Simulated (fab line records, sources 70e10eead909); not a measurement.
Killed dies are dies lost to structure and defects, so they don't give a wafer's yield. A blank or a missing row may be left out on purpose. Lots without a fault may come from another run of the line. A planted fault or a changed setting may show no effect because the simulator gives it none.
Which tool did it? | flow nand_harc | 13 lots, 39 wafers sampled, at 5 steps of a route of 1302

WHAT THE GAUGES READ, wafer by wafer
NHARC_END_SORT_01. Usual: defect_limited_yield 91.1 %, standard deviation 2.8; killed_at_array 55, standard deviation 19; killed_at_other 0.9, standard deviation 1.4; killed_at_periphery 3.8, standard deviation 2.9; killed_dies 60, standard deviation 19; killed_open 3.3, standard deviation 1.8; killed_short 2.6, standard deviation 1.6.
lot  | measured     | on        | defect_limited_yield (%) | killed_at_array | killed_at_other | killed_at_periphery | killed_dies | killed_open | killed_short | flag
L179 | day 24 18:49 | prober-02 | 88.3 88.5 86.6           | 72 76 86        | 2 0 0           | 5 2 5               | 79 78 91    | 1 7 0       | 0 1 5        |
L180 | day 25 14:16 | prober-01 | 89.5 87.4 89.8           | 69 79 69        | 2 2 0           | 0 4 0               | 71 85 69    | 2 4 4       | 3 4 3        |
L182 | day 26 10:22 | prober-01 | 92.6 91.7 92.6           | 43 46 43        | 0 1 0           | 7 9 7               | 50 56 50    | 3 2 1       | 2 8 1        |
L181 | day 26 01:07 | prober-02 | 92.0 92.5 90.7           | 49 46 59        | 1 1 1           | 4 4 3               | 54 51 63    | 3 3 2       | 2 2 6        |
L183 | day 26 23:58 | prober-02 | 86.6 87.4 86.6           | 79 83 85        | 1 0 0           | 11 2 6              | 91 85 91    | 3 2 4       | 3 3 2        |
L184 | day 26 23:56 | prober-01 | 93.1 91.6 93.6           | 42 53 41        | 2 0 0           | 3 4 2               | 47 57 43    | 2 3 6       | 2 4 4        |
L185 | day 27 11:46 | prober-02 | 87.4 87.4 89.1           | 84 81 73        | 0 1 0           | 1 3 1               | 85 85 74    | 1 4 4       | 2 5 1        |
L186 | day 28 05:26 | prober-01 | 95.9 93.5 93.4           | 25 30 40        | 2 3 1           | 1 11 4              | 28 44 45    | 2 3 4       | 3 2 1        |
L187 | day 28 20:41 | prober-01 | 90.4 90.0 88.6           | 63 67 74        | 0 0 0           | 2 1 3               | 65 68 77    | 3 5 2       | 2 1 1        |
L191 | day 30 02:23 | prober-02 | 0 92.2 92.6              | 55 48 48        | 1 0 0           | 621 5 2             | 677 53 50   | 3 3 0       | 4 2 1        | OFF
L193 | day 30 08:08 | prober-01 | 91.4 0 0                 | 48 48 58        | 0 1 1           | 10 628 618          | 58 677 677  | 5 5 3       | 4 4 3        | OFF
L198 | day 32 17:53 | prober-01 | 94.7 91.7 92.5           | 28 47 40        | 2 5 0           | 6 4 11              | 36 56 51    | 3 4 7       | 1 2 2        |
L200 | day 33 07:47 | prober-01 | 88.3 89.5 89.2           | 65 61 70        | 7 8 2           | 7 2 1               | 79 71 73    | 5 1 3       | 3 1 2        | OFF

WHICH TOOL RAN EACH LOT (tool, then ch and the chambers of the sampled wafers, then the start)
lot  | NHARC_P_M0_DEP_00               | NHARC_THIN_TSV_ETCH_44             | NHARC_THIN_TSV_DEP_47           | NHARC_THIN_TSV_DEGAS_49
L179 | pecvd-04 ch 1,2, day 6 11:24    | rie_diel-02 ch 0,1,2, day 24 02:25 | pecvd-04 ch 0,1, day 24 03:55   | pvd_sputter-01, day 24 04:49
L180 | pecvd-04 ch 0,1,2, day 6 20:53  | rie_diel-13 ch 1,2,3, day 24 23:19 | pecvd-01 ch 0,1, day 25 00:52   | pvd_sputter-01, day 25 01:47
L182 | pecvd-01 ch 0,1,2, day 7 13:29  | rie_diel-02 ch 2,3, day 25 17:17   | pecvd-01 ch 0,1,2, day 25 19:01 | pvd_sputter-01, day 25 19:50
L181 | pecvd-04 ch 1,2, day 7 13:37    | rie_diel-02 ch 0,2,3, day 25 09:24 | pecvd-01 ch 0,2, day 25 10:59   | pvd_sputter-03, day 25 11:56
L183 | pecvd-04 ch 1,2, day 8 04:33    | rie_diel-13 ch 0,2,3, day 26 09:08 | pecvd-04 ch 0,1,2, day 26 10:44 | pvd_sputter-01, day 26 11:40
L184 | pecvd-04 ch 0,1,2, day 8 15:55  | rie_diel-01 ch 0,1,2, day 26 10:23 | pecvd-01 ch 0,1,2, day 26 11:55 | pvd_sputter-02, day 26 12:51
L185 | pecvd-04 ch 0,1,2, day 9 00:23  | rie_diel-13 ch 0,2,3, day 26 20:56 | pecvd-01 ch 0,1,2, day 26 22:32 | pvd_sputter-01, day 26 23:32
L186 | pecvd-01 ch 0,2, day 9 11:37    | rie_diel-13 ch 0,2,3, day 27 14:33 | pecvd-01 ch 0,1,2, day 27 16:11 | pvd_sputter-01, day 27 17:08
L187 | pecvd-01 ch 0,1,2, day 10 05:36 | rie_diel-01 ch 1,2,3, day 28 02:34 | pecvd-04 ch 1,2, day 28 04:14   | pvd_sputter-02, day 28 05:09
L191 | pecvd-04 ch 0,2, day 11 07:08   | rie_diel-13 ch 0,3, day 29 11:35   | pecvd-04 ch 1, day 29 13:10     | pvd_sputter-03, day 29 14:07
L193 | pecvd-04 ch 0,1, day 12 01:07   | rie_diel-02 ch 2, day 29 16:40     | pecvd-04 ch 0, day 29 18:17     | pvd_sputter-01, day 29 19:11
L198 | pecvd-04 ch 0,2, day 14 15:47   | rie_diel-01 ch 2,3, day 32 02:39   | pecvd-03 ch 0,1, day 32 04:25   | pvd_sputter-03, day 32 05:21
L200 | pecvd-03 ch 0,1,2, day 15 03:23 | rie_diel-02 ch 0,1,2, day 32 16:57 | pecvd-04 ch 0,1, day 32 18:32   | pvd_sputter-03, day 32 19:29
- NHARC_P_M0_DEP_00: deposits SiOC, target thk 150 nm.
- NHARC_THIN_TSV_ETCH_44: etches the open film in CF4/O2, target depth 1594.2 nm, time 797.1 s.
- NHARC_THIN_TSV_DEP_47: deposits SiO2, target thk 200 nm.
- NHARC_THIN_TSV_DEGAS_49: time 120 s.

WHAT THE TOOLS THEMSELVES READ (means of the sampled wafers that have a number; where no wafer has one, the mark that the record gives instead)
NHARC_THIN_TSV_ETCH_44. Usual: drypump_motor_current_A 5.8 A, standard deviation 0.37; mfc_ar_sccm 0.009 sccm, standard deviation 0.013; oes_product_au 0.998 a.u., standard deviation 0.013; rf_vpp_V 793 V, standard deviation 3.9; showerhead_plenum_p_Torr 1.81 Torr, standard deviation 0.062; throttle_valve_pct 16.914 %, standard deviation 0.0083.
lot  | tool        | drypump_motor_current_A (A) | mfc_ar_sccm (sccm) | oes_product_au (a.u.) | rf_vpp_V (V) | showerhead_plenum_p_Torr (Torr) | throttle_valve_pct (%) | flag
L179 | rie_diel-02 | 6.0                         | 0.017              | 1.000                 | 791          | 1.76                            | 16.908                 |
L180 | rie_diel-13 | 5.7                         | 0.010              | 0.992                 | 793          | 1.82                            | 16.912                 |
L182 | rie_diel-02 | 5.6                         | 0.000              | 1.005                 | 793          | 1.82                            | 16.911                 |
L181 | rie_diel-02 | 5.9                         | 0.011              | 1.010                 | 792          | 1.80                            | 16.914                 |
L183 | rie_diel-13 | 5.8                         | 0.000              | 0.987                 | 795          | 1.84                            | 16.917                 |
L184 | rie_diel-01 | 5.5                         | 0.020              | 0.999                 | 795          | 1.84                            | 16.913                 |
L185 | rie_diel-13 | 5.8                         | 0.000              | 0.987                 | 793          | 1.84                            | 16.913                 |
L186 | rie_diel-13 | 5.9                         | 0.000              | 0.989                 | 795          | 1.84                            | 16.921                 |
L187 | rie_diel-01 | 5.7                         | 0.010              | 1.000                 | 793          | 1.83                            | 16.910                 |
L191 | rie_diel-13 | 5.8                         | 0.000              | 0.985                 | 798          | 1.89                            | 16.922                 |
L193 | rie_diel-02 | 5.7                         | 0.000              | 1.018                 | 792          | 1.80                            | 16.920                 |
L198 | rie_diel-01 | 5.7                         | 0.000              | 0.991                 | 795          | 1.84                            | 16.912                 |
L200 | rie_diel-02 | 6.1                         | 0.017              | 1.019                 | 789          | 1.76                            | 16.913                 |

NHARC_THIN_TSV_DEP_47. Usual: throttle_valve_pct 16.3 %, standard deviation 0.32.
lot  | tool     | throttle_valve_pct (%) | flag
L179 | pecvd-04 | 16.4                   |
L180 | pecvd-01 | 16.4                   |
L182 | pecvd-01 | 16.6                   |
L181 | pecvd-01 | 16.2                   |
L183 | pecvd-04 | 16.4                   |
L184 | pecvd-01 | 16.5                   |
L185 | pecvd-01 | 16.5                   |
L186 | pecvd-01 | 16.6                   |
L187 | pecvd-04 | 16.0                   |
L191 | pecvd-04 | 15.9                   |
L193 | pecvd-04 | 16.3                   |
L198 | pecvd-03 | 16.5                   |
L200 | pecvd-04 | 16.2                   |

NHARC_THIN_TSV_DEGAS_49. Usual: heater_power_w 474 W, standard deviation 63.
lot  | tool           | heater_power_w (W) | flag
L179 | pvd_sputter-01 | 466                |
L180 | pvd_sputter-01 | 436                |
L182 | pvd_sputter-01 | 462                |
L181 | pvd_sputter-03 | 560                |
L183 | pvd_sputter-01 | 429                |
L184 | pvd_sputter-02 | 462                |
L185 | pvd_sputter-01 | 435                |
L186 | pvd_sputter-01 | 408                |
L187 | pvd_sputter-02 | 496                |
L191 | pvd_sputter-03 | 453                |
L193 | pvd_sputter-01 | 449                |
L198 | pvd_sputter-03 | 524                |
L200 | pvd_sputter-03 | 520                |

THE ANSWER, worked out from the rows above alone
Rule: a lot is off if the mean of its wafers that have a number lies more than 3 standard deviations from the usual mean. A lot without any number at a reading at which 4 lots or more have one is off too. The other lots that the step has rows for count as sound. The gauges are gone through in route order, then the tools' own readings, and for those a lot's mean is taken as printed above. The first step at which some lot is off is used, and at that step the reading that is off furthest; a lot without a number counts as furthest.
Off: L191, L193, at NHARC_END_SORT_01 (killed_at_periphery).
A tool fits if, at a process step before that reading, it ran every lot that is off, and no sound lot after the first of them. The gauges at NHARC_END_SORT_01 are tried like those tools. None of those tried fits.

WHAT THE SIMULATOR HAD PUT IN
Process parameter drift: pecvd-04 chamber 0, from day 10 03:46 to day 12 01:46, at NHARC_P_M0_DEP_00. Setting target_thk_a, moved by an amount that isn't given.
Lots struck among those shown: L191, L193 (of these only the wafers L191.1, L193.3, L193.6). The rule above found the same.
